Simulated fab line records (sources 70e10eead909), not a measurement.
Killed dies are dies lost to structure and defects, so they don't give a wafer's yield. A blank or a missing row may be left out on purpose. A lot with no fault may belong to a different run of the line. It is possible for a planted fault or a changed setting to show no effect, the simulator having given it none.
Matching of chambers / flow nand harc / NHARC_A_ZERO_WELL_DESCUM_12 on rie diel-02 has 4 sister chambers
The step chemistry O2, time 3 s. 7 wafers are shown with their chamber, then 7 later ones without.

## WAFERS WITH THEIR CHAMBER
wafer=L076.2; chamber=1; drypump motor current A (A)=5.8; rf vpp V (V)=59.1
wafer=L080.6; chamber=3; drypump motor current A (A)=5.9; rf vpp V (V)=57.6
wafer=L088.1; chamber=2; drypump motor current A (A)=6.3; rf vpp V (V)=58.2
wafer=L088.2; chamber=3; drypump motor current A (A)=5.8; rf vpp V (V)=56.8
wafer=L088.4; chamber=0; drypump motor current A (A)=4.8; rf vpp V (V)=56.5
wafer=L089.3; chamber=0; drypump motor current A (A)=4.8; rf vpp V (V)=56.2
wafer=L089.4; chamber=2; drypump motor current A (A)=6.3; rf vpp V (V)=57.5

## WAFERS WITH NO CHAMBER GIVEN
wafer=L089.5; drypump motor current A (A)=5.8; rf vpp V (V)=59.1
wafer=L096.1; drypump motor current A (A)=4.8; rf vpp V (V)=57.4
wafer=L096.3; drypump motor current A (A)=5.8; rf vpp V (V)=58.9
wafer=L096.5; drypump motor current A (A)=6.4; rf vpp V (V)=57.0
wafer=L097.2; drypump motor current A (A)=5.9; rf vpp V (V)=57.7
wafer=L097.3; drypump motor current A (A)=5.8; rf vpp V (V)=58.5
wafer=L097.6; drypump motor current A (A)=6.3; rf vpp V (V)=57.6

## WHICH CHAMBER EACH WENT THROUGH
wafer=L089.5; from the rows above=1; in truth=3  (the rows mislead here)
wafer=L096.1; from the rows above=0; in truth=0
wafer=L096.3; from the rows above=1; in truth=1
wafer=L096.5; from the rows above=2; in truth=2
wafer=L097.2; from the rows above=3; in truth=3
wafer=L097.3; from the rows above=can't be placed: 1 or 3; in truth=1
wafer=L097.6; from the rows above=2; in truth=2
Placed correctly: 5 of 7. Unplaceable from these rows: 1, with the true chamber sitting among the candidates in 1. Number placed wrongly: 1.
How it was worked out, from the rows above alone: a wafer's distance from a chamber is the root of the sum, over the readings, of the square of ((its reading less the chamber's mean) divided by the reading's scatter). The wafer belongs to the nearest chamber; if the next one is less than 2 further off, it can't be placed. Each chamber's mean is taken over the wafers shown for it. The scatter: the root of (the sum of the squares of (reading less its chamber's mean) over the shown wafers, divided by (wafers less chambers)).
